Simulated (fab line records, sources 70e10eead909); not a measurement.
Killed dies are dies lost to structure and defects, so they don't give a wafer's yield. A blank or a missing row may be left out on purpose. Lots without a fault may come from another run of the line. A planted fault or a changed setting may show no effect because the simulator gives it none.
fab line records | flow nand_harc
record lots=6 wafers=18 last_day=35
route steps=1302 shown A_SOURCE_PLATE@420 A_ONON_D1@424 END@1302
lots that met no fault: from a run of the same line without faults
start_h: hours from the record's first day to the start of the lot's first wafer shown | wait_h: hours since the lot's step before | " the same as in the row above | L1.1+2: a row that stands for several wafers | - no value, or no start given | * or withheld: withheld | < > ~ a bound
route shown NAME@n: a module of which the file shows steps, and the number in the route of the first | usual: mean/standard deviation of fault-free wafers | same: alike in all rows | chamber/n: place in a boat | sites: the reading at each site | _std_site: their standard deviation | _edge_site: outer sites' mean less inner sites' | radius_mm: how far each site lies from the wafer's centre | mask NAME#n: copy n | behind: the tool/chamber that last shaped the wafer | hold: why the lot was held/for how many hours/how that ended | device: the transistor (n, p or np) that didn't switch | end of line: the same wafers' tests at the end of the route | a step without rows: its recipe alone | killed: dies lost to structure and defects at the first sort, not the wafer's yield | map: a wafer's dies, x killed, . not, _ none there
set.NAME: the setting as run; set.NAME@STEP: as run at that earlier step | model.NAME: the simulator's own value behind a step, which no gauge read
lots at some steps of the route; a table a step, a row a wafer
services: from which hour (start_h, from the record's first day; less than 0 if before it) a tool's chamber was out of use, for how many hours, and why
## steps
# step NHARC_A_SOURCE_PLATE_THK_MEAS_06
# recipe thk_meas_gauge=ellipsometry
# usual thk_nm=199.8/2
# columns lot.wafer tool chamber start_h wait_h thk_nm
L259.1 film_metro-02 - 162.95 0.4 200.1
L259.4 " - " " 201.2
L259.5 " - " " 200.5
L267.3 film_metro-01 - 238.20 0.4 199.2
L267.5 " - " " 197.5
L267.6 " - " " 197.1
L271.1 film_metro-01 - 275.05 0.4 201.0
L271.2 " - " " 201.6
L271.6 " - " " 200.0
L274.4 film_metro-01 - 308.05 0.4 200.4
L274.5 " - " " 201.0
L274.6 " - " " 203.1
L277.2 film_metro-01 - 334.96 0.4 201.0
L277.4 " - " " 200.5
L277.5 " - " " 198.1
L282.1 film_metro-01 - 398.48 0.4 201.9
L282.4 " - " " 203.5
L282.6 " - " " 204.0
# step NHARC_A_SOURCE_PLATE_INSPECT_08
# usual raw_defect_count=60/22
# columns lot.wafer tool chamber start_h wait_h raw_defect_count
L259.1 defect_inspect-01 - 163.02 0.0 63
L259.4 " - " " 49
L259.5 " - " " 46
L267.3 defect_inspect-02 - 238.27 0.0 52
L267.5 " - " " 54
L267.6 " - " " 52
L271.1 defect_inspect-01 - 275.12 0.0 41
L271.2 " - " " 88
L271.6 " - " " 30
L274.4 defect_inspect-01 - 308.11 0.0 82
L274.5 " - " " 86
L274.6 " - " " 61
L277.2 defect_inspect-01 - 335.06 0.0 42
L277.4 " - " " 68
L277.5 " - " " 51
L282.1 defect_inspect-01 - 398.54 0.0 74
L282.4 " - " " 59
L282.6 " - " " 110
# step NHARC_A_ONON_D1_DEP_00
# recipe target_thk_a=10000 n2_flow_sccm=2750 n2o_flow_sccm=2000 nh3_flow_sccm=500 sih4_flow_sccm=210 temp_c=400
# step NHARC_A_ONON_D1_THK_MEAS_02
# recipe thk_meas_gauge=ellipsometry
# usual thk_nm=1001/10
# columns lot.wafer tool chamber start_h wait_h thk_nm
L259.1 film_metro-01 - 163.59 - 986
L259.4 " - " " 987
L259.5 " - " " 985
L267.3 film_metro-02 - 238.84 - 992
L267.5 " - " " 990
L267.6 " - " " 991
L271.1 film_metro-01 - 275.78 - 999
L271.2 " - " " 1000
L271.6 " - " " 999
L274.4 film_metro-01 - 308.69 - 994
L274.5 " - " " 993
L274.6 " - " " 993
L277.2 film_metro-01 - 335.64 - 997
L277.4 " - " " 996
L277.5 " - " " 996
L282.1 film_metro-01 - 399.11 - 1009
L282.4 " - " " 1009
L282.6 " - " " 1009
# step NHARC_A_ONON_D1_DEP_03
# recipe target_thk_a=10000 n2_flow_sccm=2750 n2o_flow_sccm=2000 nh3_flow_sccm=500 sih4_flow_sccm=210 temp_c=400
# step NHARC_A_ONON_D1_THK_MEAS_05
# recipe thk_meas_gauge=ellipsometry
# usual thk_nm=1001/8.9
# columns lot.wafer tool chamber start_h wait_h thk_nm
L259.1 film_metro-02 - 164.16 - 999
L259.4 " - " " 1001
L259.5 " - " " 1003
L267.3 film_metro-02 - 239.40 - 988
L267.5 " - " " 990
L267.6 " - " " 988
L271.1 film_metro-01 - 276.46 - 994
L271.2 " - " " 994
L271.6 " - " " 995
L274.4 film_metro-02 - 309.26 - 992
L274.5 " - " " 994
L274.6 " - " " 992
L277.2 film_metro-01 - 336.21 - 1013
L277.4 " - " " 1013
L277.5 " - " " 1012
L282.1 film_metro-01 - 399.68 - 1003
L282.4 " - " " 1005
L282.6 " - " " 1004
# step NHARC_A_ONON_D1_DEP_06
# recipe target_thk_a=10000 n2_flow_sccm=2750 n2o_flow_sccm=2000 nh3_flow_sccm=500 sih4_flow_sccm=210 temp_c=400
# step NHARC_A_ONON_D1_THK_MEAS_08
# recipe thk_meas_gauge=ellipsometry
# usual thk_nm=1001/8.1
# columns lot.wafer tool chamber start_h wait_h thk_nm
L259.1 film_metro-01 - 164.72 - 1004
L259.4 " - " " 1002
L259.5 " - " " 1003
L267.3 film_metro-01 - 239.97 - 1008
L267.5 " - " " 1006
L267.6 " - " " 1006
L271.1 film_metro-01 - 277.03 - 997
L271.2 " - " " 995
L271.6 " - " " 996
L274.4 film_metro-01 - 309.83 - 998
L274.5 " - " " 999
L274.6 " - " " 999
L277.2 film_metro-01 - 336.78 - 986
L277.4 " - " " 986
L277.5 " - " " 986
L282.1 film_metro-02 - 400.25 - 1002
L282.4 " - " " 1000
L282.6 " - " " 1001
# step NHARC_A_ONON_D1_DEP_09
# recipe target_thk_a=10000 n2_flow_sccm=2750 n2o_flow_sccm=2000 nh3_flow_sccm=500 sih4_flow_sccm=210 temp_c=400
# step NHARC_A_ONON_D1_THK_MEAS_11
# recipe thk_meas_gauge=ellipsometry
# usual thk_nm=1002/11
# columns lot.wafer tool chamber start_h wait_h thk_nm
L259.1 film_metro-02 - 165.29 - 993
L259.4 " - " " 993
L259.5 " - " " 993
L267.3 film_metro-01 - 240.54 - 990
L267.5 " - " " 988
L267.6 " - " " 988
L271.1 film_metro-01 - 277.60 - 1010
L271.2 " - " " 1010
L271.6 " - " " 1009
L274.4 film_metro-02 - 310.40 - 1000
L274.5 " - " " 1001
L274.6 " - " " 1002
L277.2 film_metro-02 - 337.34 - 1006
L277.4 " - " " 1007
L277.5 " - " " 1009
L282.1 film_metro-02 - 400.82 - 1001
L282.4 " - " " 1002
L282.6 " - " " 1003
# step NHARC_A_ONON_D1_DEP_12
# recipe target_thk_a=10000 n2_flow_sccm=2750 n2o_flow_sccm=2000 nh3_flow_sccm=500 sih4_flow_sccm=210 temp_c=400
# columns lot.wafer tool chamber start_h wait_h
L259.1+4+5 pecvd_onon-01 0 165.34 0.1
L267.3+5+6 pecvd_onon-01 0 240.71 0.2
L271.1+2+6 pecvd_onon-04 0 277.65 0.1
L274.4+5+6 pecvd_onon-04 0 310.63 0.2
L277.2+4+5 pecvd_onon-01 0 337.46 0.1
L282.1+4+6 pecvd_onon-03 0 400.87 0.1
# step NHARC_A_ONON_D1_THK_MEAS_14
# recipe thk_meas_gauge=ellipsometry
# usual thk_nm=1001/8.9
# columns lot.wafer tool chamber start_h wait_h thk_nm
L259.1 film_metro-02 - 165.86 - 1007
L259.4 " - " " 1006
L259.5 " - " " 1009
L267.3 film_metro-01 - 241.11 - 1009
L267.5 " - " " 1011
L267.6 " - " " 1011
L271.1 film_metro-01 - 278.18 - 900
L271.2 " - " " 901
L271.6 " - " " 900
L274.4 film_metro-02 - 310.97 - 906
L274.5 " - " " 905
L274.6 " - " " 905
L277.2 film_metro-01 - 337.93 - 996
L277.4 " - " " 996
L277.5 " - " " 996
L282.1 film_metro-02 - 401.38 - 1012
L282.4 " - " " 1012
L282.6 " - " " 1011
# step NHARC_A_ONON_D1_ANNEAL_15
# recipe temp_c=750 time_s=3600
# step NHARC_END_SORT_01
# recipe temp_c=25
# usual killed_at_array=44/16 killed_at_other=0.6/1.1 killed_at_periphery=3.9/2.6 killed_dies=48/16 killed_open=3.1/1.9 killed_short=2.4/1.8
# same gross_dies=677
# columns lot.wafer tool chamber start_h wait_h killed_at_array killed_at_other killed_at_periphery killed_dies killed_open killed_short
L271.1 prober-01 0 667.87 2.5 675 0 2 677 2 5
L271.2 prober-01 0 668.67 2.8 675 0 2 677 4 6
L271.6 prober-01 0 671.86 4.0 675 1 1 677 7 3
L274.4 prober-01 0 706.52 3.4 667 2 8 677 7 2
L274.5 prober-01 0 707.32 3.7 674 0 3 677 2 1
L274.6 prober-01 0 708.13 4.0 663 3 11 677 3 3
# killed by level:class
L271.1 A_ONON_D1:area_dep=650 A_CHANNEL_HOLE_D1:chamber_film_flake=6 A_CONTACT:chamber_film_flake=4 A_SLIT:chamber_film_flake=3 A_ZERO_WELL:chamber_film_flake=2 A_STAIRCASE:chamber_film_flake=2 A_WL_FILL:chamber_film_flake=2 P_M0:geometric_particle:short=1
L271.2 A_ONON_D1:area_dep=643 A_CHANNEL_HOLE_D1:chamber_film_flake=8 A_STAIRCASE:chamber_film_flake=5 A_ONON_D1:geometric_particle:short=3 A_SLIT:chamber_film_flake=3 A_CHANNEL_FILL_D1:chamber_film_flake=2 A_WL_FILL:chamber_film_flake=2 A_CONTACT:chamber_film_flake=2
L271.6 A_ONON_D1:area_dep=648 A_CHANNEL_FILL_D1:chamber_film_flake=5 A_ONON_D1:geometric_particle:open=4 A_CONTACT:chamber_film_flake=4 A_CHANNEL_HOLE_D1:chamber_film_flake=3 A_STAIRCASE:chamber_film_flake=3 A_WL_FILL:chamber_film_flake=2 A_CHANNEL_FILL_D1:geometric_particle:short=1
L274.4 A_ONON_D1:area_dep=630 A_SLIT:chamber_film_flake=15 P_CONTACT:chamber_film_flake=7 A_CHANNEL_HOLE_D1:chamber_film_flake=7 A_M0:geometric_particle:open=3 A_CONTACT:chamber_film_flake=3 A_ONON_D1:geometric_particle:open=2 A_DECK1_JOINT:chamber_film_flake=2
L274.5 A_ONON_D1:area_dep=647 A_SLIT:chamber_film_flake=16 P_GATE:chamber_film_flake=2 A_CHANNEL_HOLE_D1:chamber_film_flake=2 A_CHANNEL_FILL_D2:chamber_film_flake=2 A_STAIRCASE:chamber_film_flake=2 A_CHANNEL_HOLE_D1:geometric_particle:open=1 A_DECK1_JOINT:geometric_particle:open=1
L274.6 A_ONON_D1:area_dep=634 A_SLIT:chamber_film_flake=18 P_CONTACT:chamber_film_flake=7 P_ZERO_WELL:chamber_film_flake=3 A_CHANNEL_HOLE_D1:chamber_film_flake=3 THIN_TSV:chamber_film_flake=3 A_ONON_D2:geometric_particle:open=2 A_CHANNEL_FILL_D2:geometric_particle:short=1
# map L271.1 (x killed, . not)
____________x____________
_________xxxxxxx_________
_______xxxxxxxxxxx_______
______xxxxxxxxxxxxx______
_____xxxxxxxxxxxxxxx_____
____xxxxxxxxxxxxxxxxx____
____xxxxxxxxxxxxxxxxx____
___xxxxxxxxxxxxxxxxxxx___
___xxxxxxxxxxxxxxxxxxx___
__xxxxxxxxxxxxxxxxxxxxx__
__xxxxxxxxxxxxxxxxxxxxx__
_xxxxxxxxxxxxxxxxxxxxxxx_
_xxxxxxxxxxxxxxxxxxxxxxx_
_xxxxxxxxxxxxxxxxxxxxxxx_
_xxxxxxxxxxxxxxxxxxxxxxx_
_xxxxxxxxxxxxxxxxxxxxxxx_
xxxxxxxxxxxxxxxxxxxxxxxxx
xxxxxxxxxxxxxxxxxxxxxxxxx
xxxxxxxxxxxxxxxxxxxxxxxxx
xxxxxxxxxxxxxxxxxxxxxxxxx
xxxxxxxxxxxxxxxxxxxxxxxxx
_xxxxxxxxxxxxxxxxxxxxxxx_
_xxxxxxxxxxxxxxxxxxxxxxx_
_xxxxxxxxxxxxxxxxxxxxxxx_
_xxxxxxxxxxxxxxxxxxxxxxx_
_xxxxxxxxxxxxxxxxxxxxxxx_
__xxxxxxxxxxxxxxxxxxxxx__
__xxxxxxxxxxxxxxxxxxxxx__
___xxxxxxxxxxxxxxxxxxx___
___xxxxxxxxxxxxxxxxxxx___
____xxxxxxxxxxxxxxxxx____
____xxxxxxxxxxxxxxxxx____
_____xxxxxxxxxxxxxxx_____
______xxxxxxxxxxxxx______
_______xxxxxxxxxxx_______
_________xxxxxxx_________
____________x____________
# map L274.4 (x killed, . not)
____________x____________
_________xxxxxxx_________
_______xxxxxxxxxxx_______
______xxxxxxxxxxxxx______
_____xxxxxxxxxxxxxxx_____
____xxxxxxxxxxxxxxxxx____
____xxxxxxxxxxxxxxxxx____
___xxxxxxxxxxxxxxxxxxx___
___xxxxxxxxxxxxxxxxxxx___
__xxxxxxxxxxxxxxxxxxxxx__
__xxxxxxxxxxxxxxxxxxxxx__
_xxxxxxxxxxxxxxxxxxxxxxx_
_xxxxxxxxxxxxxxxxxxxxxxx_
_xxxxxxxxxxxxxxxxxxxxxxx_
_xxxxxxxxxxxxxxxxxxxxxxx_
_xxxxxxxxxxxxxxxxxxxxxxx_
xxxxxxxxxxxxxxxxxxxxxxxxx
xxxxxxxxxxxxxxxxxxxxxxxxx
xxxxxxxxxxxxxxxxxxxxxxxxx
xxxxxxxxxxxxxxxxxxxxxxxxx
xxxxxxxxxxxxxxxxxxxxxxxxx
_xxxxxxxxxxxxxxxxxxxxxxx_
_xxxxxxxxxxxxxxxxxxxxxxx_
_xxxxxxxxxxxxxxxxxxxxxxx_
_xxxxxxxxxxxxxxxxxxxxxxx_
_xxxxxxxxxxxxxxxxxxxxxxx_
__xxxxxxxxxxxxxxxxxxxxx__
__xxxxxxxxxxxxxxxxxxxxx__
___xxxxxxxxxxxxxxxxxxx___
___xxxxxxxxxxxxxxxxxxx___
____xxxxxxxxxxxxxxxxx____
____xxxxxxxxxxxxxxxxx____
_____xxxxxxxxxxxxxxx_____
______xxxxxxxxxxxxx______
_______xxxxxxxxxxx_______
_________xxxxxxx_________
____________x____________
## services
# columns tool chamber start_h hours kind
pecvd_onon-03 - 227.00 13.0 pm
pecvd_onon-01 - 269.03 13.0 pm
pecvd_onon-04 - 311.57 13.0 pm
## key
first_sign step=NHARC_A_ONON_D1_THK_MEAS_14 reading=thk_nm direction=down sigmas=11 usual=1001 struck=903
effect step=NHARC_END_SORT_01 reading=killed_at_array direction=up sigmas=40 usual=44 struck=672
more_kills_born_at NHARC_A_ONON_D1_DEP_12@pecvd_onon-04=3852
met_at NHARC_A_ONON_D1_DEP_12
struck_wafers L271.1,L271.2,L271.6,L274.4,L274.5,L274.6
later_rows_left_out L271.1,L271.2,L271.6,L274.4,L274.5,L274.6
tester_left_out L271,L274
fault kind=process_parameter_drift tool=pecvd_onon-04 chamber=- onset_h=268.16 steps=NHARC_A_ONON_D1_DEP_12 channel=target_thk_a offset=* shape=step end_h=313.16 acts_in=* stated=*
# tester_left_out: of these lots the tester's yield and bins aren't shown, on N5 and GAA mostly nor the transistor test; their killed dies are dies lost to structure and defects alone, not to doping, threshold or leakage, so they don't give the yield
# later_rows_left_out: the simulator's readings of these wafers behind a module that went badly wrong aren't trusted and aren't shown, but for the sort
